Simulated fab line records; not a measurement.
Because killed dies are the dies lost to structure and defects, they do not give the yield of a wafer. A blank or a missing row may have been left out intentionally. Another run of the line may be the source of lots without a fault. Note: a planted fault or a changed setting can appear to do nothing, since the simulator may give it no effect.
Which tool did it? -- flow nand_harc -- 24 lots, 72 wafers sampled, at 6 steps of a route of 1159

## WHAT THE GAUGES READ, wafer by wafer
NHARC_P_M1_INSPECT_11.
lot,measured,on,raw_defect_count
L074,day 6 02:53,defect_inspect-01,4 3 1
L075,day 6 15:58,defect_inspect-01,3 8 4
L076,day 6 16:25,defect_inspect-01,4 3 7
L077,day 6 18:04,defect_inspect-01,2 5 1
L079,day 7 08:43,defect_inspect-02,5 5 2
L078,day 7 09:36,defect_inspect-01,5 4 4
L080,day 7 09:47,defect_inspect-02,2 3 4
L081,day 7 16:55,defect_inspect-02,4 3 2
L083,day 8 03:16,defect_inspect-01,4 2 1
L082,day 8 05:59,defect_inspect-01,3 5 6
L085,day 8 17:07,defect_inspect-01,3 2 5
L084,day 8 17:17,defect_inspect-02,2 3 3
L086,day 9 05:53,defect_inspect-02,6 9 7
L088,day 9 06:14,defect_inspect-02,1 4 4
L087,day 9 07:04,defect_inspect-01,5 6 4
L089,day 9 22:28,defect_inspect-02,10 5 3
L090,day 9 23:01,defect_inspect-01,5 2 2
L092,day 10 08:14,defect_inspect-01,5 3 4
L091,day 10 09:02,defect_inspect-02,3 4 3
L093,day 10 12:48,defect_inspect-02,3 2 2
L094,day 11 00:51,defect_inspect-02,4 5 5
L095,day 11 05:20,defect_inspect-02,3 3 4
L097,day 11 10:13,defect_inspect-01,2 1 4
L096,day 11 11:20,defect_inspect-01,1 1 2

NHARC_A_SOURCE_PLATE_THK_MEAS_09: measures by ellipsometry.
lot,measured,on,thk_nm (nm)
L074,day 7 00:35,film_metro-01,11.1 10.4 11.5
L075,day 7 13:51,film_metro-01,9.7 11.6 9.5
L076,day 7 13:50,film_metro-02,10.3 9.7 9.5
L077,day 7 13:52,film_metro-01,9.0 9.0 8.9
L079,day 8 06:59,film_metro-01,9.9 9.8 9.7
L078,day 8 06:59,film_metro-01,10.3 10.9 9.8
L080,day 8 06:59,film_metro-02,9.8 9.8 10.4
L081,day 8 14:59,film_metro-01,9.9 8.1 9.9
L083,day 9 01:20,film_metro-02,9.2 8.8 8.8
L082,day 9 01:20,film_metro-01,8.9 11.2 9.8
L085,day 9 16:56,film_metro-02,8.8 9.1 10.2
L084,day 9 16:56,film_metro-02,9.6 9.1 9.4
L086,day 10 03:40,film_metro-01,8.5 8.5 9.9
L088,day 10 03:40,film_metro-02,9.3 8.4 9.4
L087,day 10 03:40,film_metro-01,7.9 10.3 9.3
L089,day 10 20:26,film_metro-01,11.4 9.0 8.9
L090,day 10 20:26,film_metro-02,10.5 8.4 11.0
L092,day 11 07:14,film_metro-01,10.2 8.8 11.6
L091,day 11 07:14,film_metro-02,10.2 9.1 9.5
L093,day 11 14:38,film_metro-01,10.0 8.3 9.9
L094,day 12 00:04,film_metro-02,9.9 9.5 9.0
L095,day 12 03:49,film_metro-02,9.5 12.4 9.1
L097,day 12 08:16,film_metro-01,9.6 11.4 10.3
L096,day 12 08:16,film_metro-02,9.5 9.4 10.8

NHARC_A_CHANNEL_HOLE_D1_CD_MEAS_30.
lot,measured,on,cd_nm (nm)
L074,day 8 13:12,cd_sem-03,92.1 89.4 90.1
L075,day 9 04:16,cd_sem-03,91.2 89.9 90.6
L076,day 9 07:38,cd_sem-03,88.7 90.4 88.6
L077,day 9 03:31,cd_sem-02,90.2 90.8 91.1
L079,day 9 18:58,cd_sem-02,88.7 91.2 90.9
L078,day 9 23:08,cd_sem-02,90.8 90.5 91.0
L080,day 9 19:09,cd_sem-03,90.1 90.7 91.8
L081,day 10 03:26,cd_sem-02,92.0 91.1 92.7
L083,day 10 15:00,cd_sem-03,90.6 90.6 91.6
L082,day 10 14:31,cd_sem-02,92.1 90.6 89.9
L085,day 11 05:39,cd_sem-03,89.8 88.8 89.1
L084,day 11 04:27,cd_sem-02,91.8 88.7 90.4
L086,day 11 17:47,cd_sem-03,89.9 90.3 89.8
L088,day 11 21:57,cd_sem-02,89.5 89.4 90.2
L087,day 11 18:01,cd_sem-01,91.0 89.1 89.4
L089,day 12 10:01,cd_sem-01,90.0 90.4 91.6
L090,day 12 09:23,cd_sem-03,90.1 90.3 89.8
L092,day 12 22:35,cd_sem-02,90.8 89.9 90.3
L091,day 12 19:15,cd_sem-01,90.0 92.0 89.4
L093,day 13 06:49,cd_sem-02,89.1 89.7 89.2
L094,day 13 11:36,cd_sem-01,89.5 90.5 90.5
L095,day 13 18:53,cd_sem-01,90.3 90.0 90.1
L097,day 13 20:48,cd_sem-01,90.8 90.6 89.6
L096,day 13 22:59,cd_sem-02,91.0 91.4 90.8

## TOOL THAT RAN EACH LOT (tool first, then ch and the chambers of the sampled wafers, then the start)
lot,NHARC_P_M0_DESCUM_14,NHARC_P_M1_PVD_21,NHARC_A_CHANNEL_HOLE_D1_ETCH_26
L074,"rie_diel-03 ch 1,2, day 5 22:55","pvd_sputter-01, day 7 00:35 or earlier","har_etch-01 ch 0, day 8 11:28"
L075,"rie_diel-10 ch 1,2, day 6 11:38","pvd_sputter-02, day 7 13:51 or earlier","har_etch-01 ch 0,1, day 9 02:27"
L076,"rie_diel-05 ch 1,2,3, day 6 11:54","pvd_sputter-03, day 7 13:50 or earlier","har_etch-02 ch 0,1, day 9 05:55"
L077,"rie_diel-03 ch 1,2,3, day 6 14:01","pvd_sputter-01, day 7 13:52 or earlier","har_etch-02 ch 0,1, day 9 01:46"
L079,"rie_diel-10 ch 0,1, day 7 04:43","pvd_sputter-03, day 8 06:59 or earlier","har_etch-02 ch 0,1, day 9 17:15"
L078,"rie_diel-10 ch 0,2, day 7 05:14","pvd_sputter-01, day 8 06:59 or earlier","har_etch-02 ch 0,1, day 9 21:23"
L080,"rie_diel-03 ch 0,2,3, day 7 05:44","pvd_sputter-02, day 8 06:59 or earlier","har_etch-01 ch 0,1, day 9 17:25"
L081,"rie_diel-10 ch 2,3, day 7 12:46","pvd_sputter-03, day 8 14:59 or earlier","har_etch-01 ch 0, day 10 01:43"
L083,"rie_diel-03 ch 2,3, day 7 23:22","pvd_sputter-01, day 9 01:20 or earlier","har_etch-02 ch 0,1, day 10 13:10"
L082,"rie_diel-10 ch 0,1,2, day 8 01:48","pvd_sputter-01, day 9 01:20 or earlier","har_etch-01 ch 0,1, day 10 12:47"
L085,"rie_diel-05 ch 0,2,3, day 8 12:25","pvd_sputter-03, day 9 16:56 or earlier","har_etch-01 ch 0,1, day 11 03:55"
L084,"rie_diel-03 ch 1,3, day 8 13:16","pvd_sputter-01, day 9 16:56 or earlier","har_etch-02 ch 0,1, day 11 02:43"
L086,"rie_diel-05 ch 1,2,3, day 9 01:50","pvd_sputter-03, day 10 03:40 or earlier","har_etch-02 ch 0,1, day 11 16:01"
L088,"rie_diel-05 ch 0,1,3, day 9 02:15","pvd_sputter-02, day 10 03:40 or earlier","har_etch-02 ch 0,1, day 11 20:12"
L087,"rie_diel-10 ch 1,3, day 9 03:05","pvd_sputter-01, day 10 03:40 or earlier","har_etch-01 ch 0, day 11 16:17"
L089,"rie_diel-10 ch 0,1,3, day 9 18:27","pvd_sputter-03, day 10 20:26 or earlier","har_etch-02 ch 0,1, day 12 08:12"
L090,"rie_diel-10 ch 0,2,3, day 9 18:55","pvd_sputter-03, day 10 20:26 or earlier","har_etch-01 ch 0, day 12 07:38"
L092,"rie_diel-10 ch 0,3, day 10 03:53","pvd_sputter-02, day 11 07:14 or earlier","har_etch-02 ch 0,1, day 12 20:45"
L091,"rie_diel-10 ch 1,2,3, day 10 05:00","pvd_sputter-03, day 11 07:14 or earlier","har_etch-01 ch 0,1, day 12 17:33"
L093,"rie_diel-10 ch 1,2, day 10 08:46","pvd_sputter-01, day 11 14:38 or earlier","har_etch-02 ch 1, day 13 05:04"
L094,"rie_diel-05 ch 1,2,3, day 10 20:41","pvd_sputter-02, day 12 00:04 or earlier","har_etch-01 ch 0,1, day 13 09:55"
L095,"rie_diel-03 ch 1,3, day 11 01:26","pvd_sputter-02, day 12 03:49 or earlier","har_etch-02 ch 0,1, day 13 17:08"
L097,"rie_diel-10 ch 0,1,2, day 11 06:18","pvd_sputter-01, day 12 08:16 or earlier","har_etch-01 ch 1, day 13 18:56"
L096,"rie_diel-03 ch 0,1,3, day 11 07:27","pvd_sputter-03, day 12 08:16 or earlier","har_etch-02 ch 0,1, day 13 21:16"
- NHARC_P_M0_DESCUM_14: chemistry O2, time 3 s.
- NHARC_P_M1_PVD_21: deposits Cu, target thk 30 nm, time 20.49 s.
- NHARC_A_CHANNEL_HOLE_D1_ETCH_26: etches the open film in C4F8/O2/Ar, time 224.1 s, target depth 300 nm.

## AS READ BY THE TOOLS THEMSELVES (means over the sampled wafers that have a number; for cases with no such wafer, the mark the record gives instead)
NHARC_P_M0_DESCUM_14.
lot,tool,drypump_motor_current_A (A),oes_product_au (a.u.),rf_vpp_V (V),showerhead_plenum_p_Torr (Torr),throttle_valve_pct (%)
L074,rie_diel-03,5.6,1.006,56.9,1.80,11.309
L075,rie_diel-10,5.5,0.991,58.1,1.96,11.307
L076,rie_diel-05,5.9,1.002,58.2,1.91,11.319
L077,rie_diel-03,5.8,1.008,57.8,1.82,11.304
L079,rie_diel-10,5.4,0.995,57.5,1.93,11.313
L078,rie_diel-10,5.3,1.004,58.2,1.95,11.313
L080,rie_diel-03,6.0,1.006,57.1,1.83,11.313
L081,rie_diel-10,5.3,0.990,57.8,2.00,11.306
L083,rie_diel-03,6.0,1.009,57.1,1.84,11.307
L082,rie_diel-10,5.4,1.002,57.2,1.95,11.309
L085,rie_diel-05,5.9,0.995,57.1,1.91,11.311
L084,rie_diel-03,5.7,1.012,56.9,1.85,11.312
L086,rie_diel-05,5.9,1.004,57.7,1.91,11.304
L088,rie_diel-05,5.4,1.001,57.9,1.85,11.307
L087,rie_diel-10,5.6,0.999,57.7,1.97,11.309
L089,rie_diel-10,5.6,0.995,58.0,1.96,11.301
L090,rie_diel-10,5.4,1.000,58.0,1.98,11.307
L092,rie_diel-10,5.6,1.000,58.2,1.99,11.315
L091,rie_diel-10,5.5,0.997,58.1,1.98,11.306
L093,rie_diel-10,5.4,1.004,58.0,1.97,11.314
L094,rie_diel-05,5.9,0.999,57.8,1.91,11.292
L095,rie_diel-03,5.6,0.997,56.9,1.83,11.313
L097,rie_diel-10,5.4,0.989,58.2,1.95,11.316
L096,rie_diel-03,5.7,0.991,57.8,1.84,11.311

NHARC_P_M1_PVD_21.
lot,tool,throttle_valve_pct (%)
L074,pvd_sputter-01,30.0
L075,pvd_sputter-02,29.1
L076,pvd_sputter-03,31.5
L077,pvd_sputter-01,30.9
L079,pvd_sputter-03,30.8
L078,pvd_sputter-01,30.6
L080,pvd_sputter-02,30.4
L081,pvd_sputter-03,31.3
L083,pvd_sputter-01,31.2
L082,pvd_sputter-01,30.0
L085,pvd_sputter-03,30.8
L084,pvd_sputter-01,30.1
L086,pvd_sputter-03,30.9
L088,pvd_sputter-02,29.9
L087,pvd_sputter-01,30.7
L089,pvd_sputter-03,32.1
L090,pvd_sputter-03,31.5
L092,pvd_sputter-02,30.5
L091,pvd_sputter-03,31.3
L093,pvd_sputter-01,29.9
L094,pvd_sputter-02,30.3
L095,pvd_sputter-02,30.5
L097,pvd_sputter-01,30.7
L096,pvd_sputter-03,30.9

NHARC_A_CHANNEL_HOLE_D1_ETCH_26.
lot,tool,drypump_motor_current_A (A),showerhead_plenum_p_Torr (Torr),throttle_valve_pct (%)
L074,har_etch-01,6.1,3.63,24.587
L075,har_etch-01,5.8,3.65,24.579
L076,har_etch-02,5.9,3.78,24.584
L077,har_etch-02,6.3,3.69,24.588
L079,har_etch-02,6.3,3.68,24.582
L078,har_etch-02,5.9,3.77,24.578
L080,har_etch-01,5.4,3.66,24.573
L081,har_etch-01,6.1,3.62,24.599
L083,har_etch-02,6.3,3.68,24.589
L082,har_etch-01,5.4,3.65,24.584
L085,har_etch-01,5.4,3.65,24.577
L084,har_etch-02,5.9,3.77,24.589
L086,har_etch-02,5.9,3.76,24.579
L088,har_etch-02,5.9,3.76,24.582
L087,har_etch-01,6.1,3.61,24.587
L089,har_etch-02,6.3,3.66,24.592
L090,har_etch-01,6.1,3.61,24.580
L092,har_etch-02,5.9,3.75,24.590
L091,har_etch-01,5.4,3.64,24.590
L093,har_etch-02,5.6,3.85,24.579
L094,har_etch-01,5.4,3.64,24.579
L095,har_etch-02,6.3,3.65,24.578
L097,har_etch-01,5.1,3.65,24.592
L096,har_etch-02,5.9,3.75,24.588

## THE ANSWER, worked out from the rows above alone
Rule: what is usual is taken from the lots themselves. The widest of any qualifying gaps counts: lots, ordered by their means at a reading, are off when they make up no more than a third of the lots, leave a main group of 4 or more, and stand apart from it by 3 or more times the standard deviation of that group's means. If all means in a main group match to the digits the tables above print for the reading, that group is not used. Also off: a lot with no number at a reading for which 4 or more lots have one. The other lots that the step has rows for count as sound. The gauges are gone through in route order, then the tools' own readings, and for those a lot's mean is taken as printed above. At the first step where some lot is off, the reading lying furthest off is the one used; lots without a number count as furthest.
No lot is off on any of the readings shown, so nothing can be concluded from this.

## WHAT WAS PUT IN BY THE SIMULATOR
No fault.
